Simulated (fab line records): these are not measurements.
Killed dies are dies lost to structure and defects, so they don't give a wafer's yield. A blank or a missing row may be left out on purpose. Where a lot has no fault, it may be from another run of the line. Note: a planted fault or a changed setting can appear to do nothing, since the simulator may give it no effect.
Which of the tools did it? -- flow n5Finfet -- 10 lots, 28 wafers sampled, at 5 steps of a route of 1938

WHAT THE GAUGES SHOWED, per wafer
N5_BEOL_M1_INSPECT_59: inspects for defects (darkfield). Usual: rawDefectCount 66, standard deviation 20.
lot,measured,on,rawDefectCount,flag
L918,day 6 09:03,defectInspect-01,102 67 82,
L923,day 7 17:34,defectInspect-01,54 59 33,
L924,day 7 22:47,defectInspect-01,80 121 52,
L925,day 8 05:04,defectInspect-01,52 33 74,
L928,day 8 20:29,defectInspect-02,68 54 77,
L933,day 10 03:46,defectInspect-01,45 38,
L935,day 10 15:17,defectInspect-01,47 59,
L936,day 10 19:43,defectInspect-02,76 63 67,
L939,day 11 16:11,defectInspect-02,52 61 46,
L940,day 12 02:56,defectInspect-02,47 50 50,

N5_BEOL_M4_RC_MEAS_101. Usual: DIBL_N 36.7 mV/V, standard deviation 2.4; DIBL_P 37.4 mV/V, standard deviation 2.9; IOFF_N 0.18 nA/um, standard deviation 0.05; IOFF_P 0.23 nA/um, standard deviation 0.058; ION_N 683 uA/um, standard deviation 16; ION_P 467 uA/um, standard deviation 11; SS_N 71.7 mV/dec, standard deviation 0.77; SS_P 73.5 mV/dec, standard deviation 0.87; VT_N 249 mV, standard deviation 4.3; VT_P -250 mV, standard deviation 4.4.
lot,measured,on,DIBL_N (mV/V),DIBL_P (mV/V),IOFF_N (nA/um),IOFF_P (nA/um),ION_N (uA/um),ION_P (uA/um),SS_N (mV/dec),SS_P (mV/dec),VT_N (mV),VT_P (mV),flag
L918,day 7 13:15,prober-01,38.7 35.2 33.1,41.7 37.8 33.2,0.22 0.16 0.11,0.29 0.22 0.14,691 671 657,467 461 456,72.6 71.3 71.1,75.5 73.5 72.6,244 251 254,-248 -251 -257,
L923,day 9 03:58,prober-01,36.8 39.4 35.4,38.4 42.4 37.2,0.15 0.25 0.14,0.23 0.32 0.21,665 709 668,467 489 464,71.2 73.4 71.2,74.1 74.4 74.1,253 245 254,-250 -246 -254,
L924,day 9 09:02,prober-01,36.1 37.2 36.5,36.6 36.7 36.5,0.17 0.17 0.17,0.26 0.24 0.24,687 664 688,481 454 474,71.3 72.0 71.9,73.1 73.6 73.3,246 249 249,-246 -246 -248,
L925,day 9 10:56,prober-02,32.5 34.6 34.8,34.2 35.3 36.9,0.14 0.14 0.16,0.19 0.19 0.23,686 671 694,485 463 486,69.9 71.3 70.7,72.6 73.1 73.0,249 252 247,-249 -250 -247,
L928,day 10 08:22,prober-01,41.1 33.5 36.9,42.0 33.5 37.0,0.25 0.11 0.16,0.24 0.13 0.17,699 681 680,458 466 450,73.2 70.7 72.0,74.5 72.6 73.5,246 253 250,-251 -259 -256,
L933,day 11 11:47,prober-01,35.1 35.5,35.5 35.2,0.17 0.16,0.21 0.20,667 662,459 451,71.8 71.6,73.4 72.3,250 251,-249 -251,
L935,day 11 20:03,prober-02,34.8 34.2,37.0 36.5,0.14 0.13,0.21 0.19,662 658,461 460,71.4 70.7,73.7 73.0,254 255,-249 -252,
L936,day 12 02:56,prober-01,33.5 38.5 38.0,32.2 38.8 37.9,0.11 0.20 0.20,0.16 0.25 0.25,670 689 702,464 472 474,71.7 72.1 72.0,72.3 74.1 74.1,256 247 247,-255 -249 -248,
L939,day 13 07:21,prober-01,35.4 38.2 33.6,36.6 38.8 34.3,0.16 0.25 0.14,0.17 0.22 0.14,683 703 693,459 463 455,71.9 72.9 71.1,72.5 73.6 72.7,251 242 249,-256 -252 -259,
L940,day 13 16:04,prober-02,37.8 34.3 33.2,37.7 34.0 33.0,0.18 0.11 0.10,0.20 0.15 0.14,684 670 668,457 468 462,71.9 71.0 70.1,74.1 72.7 72.2,248 254 257,-254 -258 -260,

WHICH TOOL RAN EACH LOT (tool, then ch and the chambers of the sampled wafers, then the start)
lot,N5_BEOL_M2_DESCUM_16,N5_BEOL_M2_COAT_76,N5_BEOL_M2_DESCUM_33
L918,"rieDiel-04 ch 0,2,3, day 6 09:47","lithoTrack-04 ch 0, day 6 10:16","rieDiel-01 ch 0,1,2, day 6 10:51"
L923,"rieDiel-03 ch 1,2,3, day 7 18:25","lithoTrack-02 ch 0, day 7 18:53","rieDiel-03 ch 0,2,3, day 7 19:25"
L924,"rieDiel-01 ch 0,1,2, day 7 23:49","lithoTrack-01 ch 0, day 8 00:19","rieDiel-03 ch 0,1,2, day 8 01:14"
L925,"rieDiel-03 ch 1,3, day 8 09:15","lithoTrack-04 ch 0, day 8 09:44","rieDiel-03 ch 1,2, day 8 10:15"
L928,"rieDiel-03 ch 0,2, day 8 21:43","lithoTrack-01 ch 0, day 8 22:14","rieDiel-01 ch 1,2,3, day 8 22:46"
L933,"rieDiel-01 ch 2,3, day 10 05:33","lithoTrack-04 ch 0, day 10 06:03","rieDiel-01 ch 1,2, day 10 07:11"
L935,"rieDiel-03 ch 0,2, day 10 16:41","lithoTrack-04 ch 0, day 10 17:10","rieDiel-01 ch 2,3, day 10 18:00"
L936,"rieDiel-01 ch 0,1,3, day 10 22:19","lithoTrack-04 ch 0, day 10 23:02","rieDiel-01 ch 0,1, day 10 23:59"
L939,"rieDiel-04 ch 1,2,3, day 11 17:10","lithoTrack-01 ch 0, day 11 17:44","rieDiel-04 ch 0,1,2, day 11 18:08"
L940,"rieDiel-03 ch 0,3, day 12 05:59","lithoTrack-01 ch 0, day 12 06:27","rieDiel-03 ch 0,2,3, day 12 07:09"
- N5_BEOL_M2_DESCUM_16: chemistry O2, time 7 s.
- N5_BEOL_M2_COAT_76: time 60 s, resist thk 5 nm.
- N5_BEOL_M2_DESCUM_33: chemistry O2, time 7 s.

AS READ BY THE TOOLS THEMSELVES (means over the sampled wafers that have a number; for cases with no such wafer, the mark the record gives instead)
N5_BEOL_M2_DESCUM_16. Usual: drypumpMotorCurrentA 5.7 A, standard deviation 0.45; oesProductAu 0.78 a.u., standard deviation 0.087; rfVppV 243.7 V, standard deviation 1.6; showerheadPlenumPTorr 2.12 Torr, standard deviation 0.083; tempC 40.02 C, standard deviation 0.12; throttleValvePct 20.41 %, standard deviation 0.23.
lot,tool,drypumpMotorCurrentA (A),oesProductAu (a.u.),rfVppV (V),showerheadPlenumPTorr (Torr),tempC (C),throttleValvePct (%),flag
L918,rieDiel-04,5.2,0.82,243.8,2.13,39.96,20.23,
L923,rieDiel-03,5.6,0.79,242.9,2.12,40.03,20.34,
L924,rieDiel-01,5.7,0.85,243.8,2.13,40.04,20.43,
L925,rieDiel-03,5.3,0.83,244.4,2.18,40.03,20.26,
L928,rieDiel-03,6.1,0.75,242.3,2.05,40.00,20.48,
L933,rieDiel-01,5.3,0.81,245.4,2.17,39.97,20.34,
L935,rieDiel-03,6.1,0.73,243.4,2.08,40.08,20.58,
L936,rieDiel-01,6.0,0.74,243.1,2.09,40.12,20.43,
L939,rieDiel-04,5.3,0.81,242.7,2.07,40.00,20.26,
L940,rieDiel-03,6.1,0.67,244.0,2.14,40.06,20.78,

N5_BEOL_M2_COAT_76. Usual: runLengthS 66.31 s, standard deviation 0.21.
lot,tool,runLengthS (s),flag
L918,lithoTrack-04,66.31,
L923,lithoTrack-02,65.99,
L924,lithoTrack-01,66.40,
L925,lithoTrack-04,66.44,
L928,lithoTrack-01,66.34,
L933,lithoTrack-04,69.13,OFF
L935,lithoTrack-04,68.91,OFF
L936,lithoTrack-04,69.97,OFF
L939,lithoTrack-01,66.46,
L940,lithoTrack-01,66.38,

N5_BEOL_M2_DESCUM_33. Usual: drypumpMotorCurrentA 5.7 A, standard deviation 0.49; oesProductAu 0.79 a.u., standard deviation 0.087; rfVppV 243.7 V, standard deviation 1.5; showerheadPlenumPTorr 2.12 Torr, standard deviation 0.082; tempC 40.00 C, standard deviation 0.1; throttleValvePct 20.40 %, standard deviation 0.18.
lot,tool,drypumpMotorCurrentA (A),oesProductAu (a.u.),rfVppV (V),showerheadPlenumPTorr (Torr),tempC (C),throttleValvePct (%),flag
L918,rieDiel-01,5.8,0.76,243.0,2.05,40.05,20.54,
L923,rieDiel-03,6.0,0.73,243.8,2.10,39.96,20.56,
L924,rieDiel-03,5.8,0.80,243.4,2.13,39.96,20.38,
L925,rieDiel-03,5.5,0.85,244.1,2.14,39.92,20.15,
L928,rieDiel-01,5.5,0.79,243.6,2.12,40.08,20.37,
L933,rieDiel-01,5.4,0.80,244.1,2.10,40.06,20.46,
L935,rieDiel-01,5.3,0.80,244.6,2.17,40.06,20.36,
L936,rieDiel-01,6.2,0.77,242.1,2.10,39.86,20.50,
L939,rieDiel-04,5.5,0.85,244.7,2.14,40.00,20.22,
L940,rieDiel-03,6.0,0.69,243.2,2.08,39.97,20.65,

THE ANSWER, worked out from the rows above alone
Rule: lot off if the mean of its wafers having a number is beyond 3 standard deviations from the usual mean. A lot without any number at a reading at which 4 lots or more have one is off too. Where the step has rows for the other lots, those lots are counted as sound. After the gauges, taken in route order, come the tools' own readings; for these a lot's mean is taken, as printed above. At the first step where some lot is off, the reading lying furthest off is the one used; lots without a number count as furthest.
Off: L933, L935, L936, at N5_BEOL_M2_COAT_76 (runLengthS).
A tool fits if, at that step or a process step before it, it ran every lot that is off, and no sound lot after the first of them. One candidate fits, namely lithoTrack-04 at N5_BEOL_M2_COAT_76. Its last sound lot is L925 (day 8 09:44), its first lot that is off L933 (day 10 06:03): a fault that began between those two fits.
On the lots that are off, the tool's own readings at N5_BEOL_M2_COAT_76 differ by more than 5 times the standard deviation of the sound lots' means, which bears it out; runLengthS reads 69.34 s there versus 66.33 s on the sound lots.

WHAT HAD BEEN PUT IN BY THE SIMULATOR
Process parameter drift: lithoTrack-04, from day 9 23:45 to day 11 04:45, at N5_BEOL_M2_COAT_76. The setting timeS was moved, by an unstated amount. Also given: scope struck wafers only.
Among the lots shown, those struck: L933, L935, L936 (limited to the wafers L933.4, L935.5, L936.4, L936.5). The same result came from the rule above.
